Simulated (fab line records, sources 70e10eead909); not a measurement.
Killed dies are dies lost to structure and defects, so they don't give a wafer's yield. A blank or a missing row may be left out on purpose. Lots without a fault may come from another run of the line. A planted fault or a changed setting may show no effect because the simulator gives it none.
Which tool did it? | flow nand_harc | 24 lots, 72 wafers sampled, at 4 steps of a route of 1159

WHAT THE GAUGES READ, wafer by wafer
NHARC_P_M0_THK_MEAS_24: measures by xrf. Usual: thk_nm 117.4 nm, standard deviation 1.8.
lot  | measured     | on            | thk_nm (nm)       | flag
L074 | day 5 12:37  | film_metro-02 | 115.3 115.9 117.0 |
L075 | day 5 22:24  | film_metro-01 | 117.6 117.0 118.9 |
L077 | day 6 19:25  | film_metro-01 | 118.3 117.8 118.5 |
L076 | day 6 19:01  | film_metro-02 | 115.5 118.3 118.8 |
L079 | day 6 21:06  | film_metro-02 | 114.3 114.8 115.7 |
L078 | day 7 03:53  | film_metro-01 | 116.4 114.9 116.3 |
L081 | day 7 17:04  | film_metro-02 | 117.1 121.0 118.1 |
L080 | day 7 17:38  | film_metro-01 | 116.1 118.2 116.2 |
L082 | day 8 04:43  | film_metro-02 | 115.7 115.0 116.5 |
L083 | day 8 10:32  | film_metro-01 | 121.3 118.2 121.7 |
L084 | day 8 16:05  | film_metro-01 | 118.4 117.0 118.9 |
L087 | day 9 21:04  | film_metro-02 | 117.9 117.5 119.0 |
L086 | day 9 21:27  | film_metro-02 | 117.0 116.7 118.9 |
L085 | day 9 21:46  | film_metro-02 | 116.3 117.3 118.6 |
L088 | day 9 23:04  | film_metro-01 | 117.1 117.3 118.5 |
L089 | day 10 01:55 | film_metro-01 | 118.0 113.9 119.3 |
L090 | day 10 05:20 | film_metro-01 | 117.6 120.0 115.2 |
L092 | day 10 08:03 | film_metro-02 | 117.8 117.9 119.4 |
L091 | day 10 09:04 | film_metro-01 | 119.9 115.9 113.7 |
L094 | day 10 15:08 | film_metro-02 | 117.2 120.2 118.6 |
L093 | day 10 15:24 | film_metro-02 | 118.7 115.1 120.9 |
L095 | day 11 08:30 | film_metro-02 | 118.5 116.4 117.4 |
L096 | day 11 09:05 | film_metro-02 | 118.6 118.4 121.2 |
L097 | day 11 18:17 | film_metro-02 | 114.4 117.8 117.7 |

NHARC_P_M1_OVL_MEAS_10: pitch 260 nm. Usual: overlay_x_nm -0.1 nm, standard deviation 1; overlay_y_nm 0.0 nm, standard deviation 0.88.
lot  | measured     | on         | overlay_x_nm (nm) | overlay_y_nm (nm) | flag
L074 | day 5 14:15  | overlay-02 | -1.1 -0.8 -1.3    | 0.6 0.8 0.2       |
L075 | day 5 23:56  | overlay-02 | -1.3 -1.0 -1.3    | -0.2 -0.1 -0.4    |
L077 | day 6 21:01  | overlay-01 | -0.4 -0.8 -0.8    | 0.4 1.0 0.6       |
L076 | day 6 20:32  | overlay-02 | 1.1 1.5 1.3       | -1.4 -1.4 -0.8    |
L079 | day 6 22:37  | overlay-01 | -1.5 -1.5 -1.3    | 0.8 0.7 1.0       |
L078 | day 7 05:23  | overlay-01 | 0.6 1.1 0.7       | -0.3 -0.2 -0.3    |
L081 | day 7 19:35  | overlay-01 | 1.1 1.4 1.3       | -1.5 -1.2 -1.4    |
L080 | day 7 19:44  | overlay-02 | -1.2 -1.2 -1.2    | -0.6 -0.8 -0.4    |
L082 | day 8 06:20  | overlay-02 | 1.2 1.2 1.0       | -0.6 -1.1 -0.5    |
L083 | day 8 12:11  | overlay-02 | -0.7 -0.5 -0.7    | -1.0 -0.2 -0.7    |
L084 | day 8 17:43  | overlay-02 | 0.0 -0.1 0.3      | 0.1 0.0 0.5       |
L087 | day 9 22:44  | overlay-01 | 0.9 1.2 1.9       | -0.8 -0.7 -0.5    |
L086 | day 9 23:04  | overlay-02 | -0.8 -0.8 -0.8    | -2.0 -1.6 -1.9    |
L085 | day 9 23:23  | overlay-02 | 0.6 -0.3 -0.8     | 0.1 -0.1 -0.1     |
L088 | day 10 00:43 | overlay-02 | 1.0 1.8 0.6       | 0.5 1.3 0.5       |
L089 | day 10 03:47 | overlay-01 | -0.2 -0.4 0.0     | 1.7 1.6 1.2       |
L090 | day 10 06:58 | overlay-02 | -1.4 -1.6 -1.5    | 0.1 0.0 -0.1      |
L092 | day 10 09:41 | overlay-01 | 1.2 1.0 1.1       | 0.5 1.0 1.1       |
L091 | day 10 10:34 | overlay-02 | -1.0 -1.4 -1.0    | -0.6 0.0 0.1      |
L094 | day 10 16:46 | overlay-01 | 0.6 1.2 1.0       | -1.0 -1.0 -0.1    |
L093 | day 10 17:04 | overlay-01 | 0.9 1.1 1.3       | 0.8 0.8 1.0       |
L095 | day 11 10:08 | overlay-01 | -1.1 -1.5 -1.3    | 1.2 0.6 0.7       |
L096 | day 11 10:41 | overlay-02 | -0.3 0.2 -0.3     | 0.8 0.1 0.4       |
L097 | day 11 19:52 | overlay-01 | -0.9 -1.1 -0.6    | 1.1 1.1 0.6       |

NHARC_P_M1_INSPECT_11. Usual: raw_defect_count 4.1, standard deviation 2.3.
lot  | measured     | on                | raw_defect_count | flag
L074 | day 5 14:17  | defect_inspect-01 | 5 7 7            |
L075 | day 5 23:58  | defect_inspect-02 | 1 4 1            |
L077 | day 6 21:04  | defect_inspect-01 | 6 4 3            |
L076 | day 6 20:34  | defect_inspect-02 | 3 3 4            |
L079 | day 6 22:40  | defect_inspect-01 | 4 2 2            |
L078 | day 7 05:25  | defect_inspect-02 | 2 2 4            |
L081 | day 7 19:37  | defect_inspect-02 | 0 3 5            |
L080 | day 7 19:46  | defect_inspect-02 | 9 4 5            |
L082 | day 8 06:23  | defect_inspect-02 | 4 2 5            |
L083 | day 8 12:14  | defect_inspect-01 | 5 0 3            |
L084 | day 8 17:46  | defect_inspect-02 | 4 4 3            |
L087 | day 9 22:46  | defect_inspect-01 | 5 9 3            |
L086 | day 9 23:06  | defect_inspect-02 | 8 9 7            |
L085 | day 9 23:26  | defect_inspect-01 | 5 4 3            |
L088 | day 10 00:45 | defect_inspect-01 | 6 5 6            |
L089 | day 10 03:49 | defect_inspect-02 | 3 4 1            |
L090 | day 10 07:00 | defect_inspect-01 | 1 3 5            |
L092 | day 10 09:43 | defect_inspect-01 | 6 10 6           |
L091 | day 10 10:36 | defect_inspect-02 | 2 1 4            |
L094 | day 10 16:48 | defect_inspect-02 | 2 3 2            |
L093 | day 10 17:06 | defect_inspect-02 | 2 5 1            |
L095 | day 11 10:10 | defect_inspect-02 | 5 6 8            |
L096 | day 11 10:44 | defect_inspect-02 | 4 7 6            |
L097 | day 11 19:53 | defect_inspect-02 | 2 9 4            |

WHICH TOOL RAN EACH LOT (tool, then ch and the chambers of the sampled wafers, then the start)
lot  | NHARC_P_CONTACT_ALD_22
L074 | ald_metal-03 ch 1,2, day 5 07:56
L075 | ald_metal-01 ch 1,2,3, day 5 17:46
L077 | ald_metal-02 ch 0,1,3, day 6 09:24
L076 | ald_metal-03 ch 0,3, day 6 12:13
L079 | ald_metal-02 ch 0,1,3, day 6 15:53
L078 | ald_metal-02 ch 0,1,2, day 6 17:35
L081 | ald_metal-02 ch 1,2, day 7 07:04
L080 | ald_metal-01 ch 0,1,3, day 7 07:25
L082 | ald_metal-01 ch 0,1,2, day 7 23:55
L083 | ald_metal-01 ch 0,2, day 8 04:32
L084 | ald_metal-02 ch 1,2, day 8 08:40
L087 | ald_metal-02 ch 0,1,2, day 9 06:53
L086 | ald_metal-01 ch 1,3, day 9 09:00
L085 | ald_metal-03 ch 0,1, day 9 09:55
L088 | ald_metal-01 ch 1,2,3, day 9 14:23
L089 | ald_metal-02 ch 0,1,3, day 9 18:46
L090 | ald_metal-01 ch 1,2,3, day 9 22:07
L092 | ald_metal-01 ch 1,2,3, day 10 03:21
L091 | ald_metal-03 ch 0,1,3, day 10 04:28
L094 | ald_metal-02 ch 1,2,3, day 10 09:46
L093 | ald_metal-01 ch 0,2, day 10 10:23
L095 | ald_metal-02 ch 0,2,3, day 10 22:53
L096 | ald_metal-03 ch 0,2,3, day 11 04:17
L097 | ald_metal-01 ch 0,1,3, day 11 13:44
- NHARC_P_CONTACT_ALD_22: deposits TiN, target thk 3 nm, pulse time 1 s, ald cycles 150.

WHAT THE TOOLS THEMSELVES READ (means of the sampled wafers that have a number; where no wafer has one, the mark that the record gives instead)
NHARC_P_CONTACT_ALD_22. Usual: heater_power_w 1016 W, standard deviation 82; precursor_pulse_height_rel 0.999, standard deviation 0.02.
lot  | tool         | heater_power_w (W) | precursor_pulse_height_rel | flag
L074 | ald_metal-03 | 1014               | 1.013                      |
L075 | ald_metal-01 | 946                | 0.990                      |
L077 | ald_metal-02 | 987                | 0.999                      |
L076 | ald_metal-03 | 1107               | 0.984                      |
L079 | ald_metal-02 | 1014               | 1.003                      |
L078 | ald_metal-02 | 978                | 0.991                      |
L081 | ald_metal-02 | 980                | 0.995                      |
L080 | ald_metal-01 | 1027               | 0.989                      |
L082 | ald_metal-01 | 1011               | 1.016                      |
L083 | ald_metal-01 | 1014               | 1.001                      |
L084 | ald_metal-02 | 980                | 1.009                      |
L087 | ald_metal-02 | 970                | 0.994                      |
L086 | ald_metal-01 | 956                | 0.995                      |
L085 | ald_metal-03 | 1049               | 1.001                      |
L088 | ald_metal-01 | 955                | 1.000                      |
L089 | ald_metal-02 | 1007               | 0.978                      |
L090 | ald_metal-01 | 949                | 1.008                      |
L092 | ald_metal-01 | 954                | 0.995                      |
L091 | ald_metal-03 | 1025               | 0.985                      |
L094 | ald_metal-02 | 968                | 1.002                      |
L093 | ald_metal-01 | 1023               | 0.985                      |
L095 | ald_metal-02 | 1028               | 1.019                      |
L096 | ald_metal-03 | 1028               | 0.973                      |
L097 | ald_metal-01 | 1044               | 1.002                      |

THE ANSWER, worked out from the rows above alone
Rule: a lot is off if the mean of its wafers that have a number lies more than 3 standard deviations from the usual mean. A lot without any number at a reading at which 4 lots or more have one is off too. The other lots that the step has rows for count as sound. The gauges are gone through in route order, then the tools' own readings, and for those a lot's mean is taken as printed above. The first step at which some lot is off is used, and at that step the reading that is off furthest; a lot without a number counts as furthest.
No lot is off at any reading shown: from this, nothing can be told.

WHAT THE SIMULATOR HAD PUT IN
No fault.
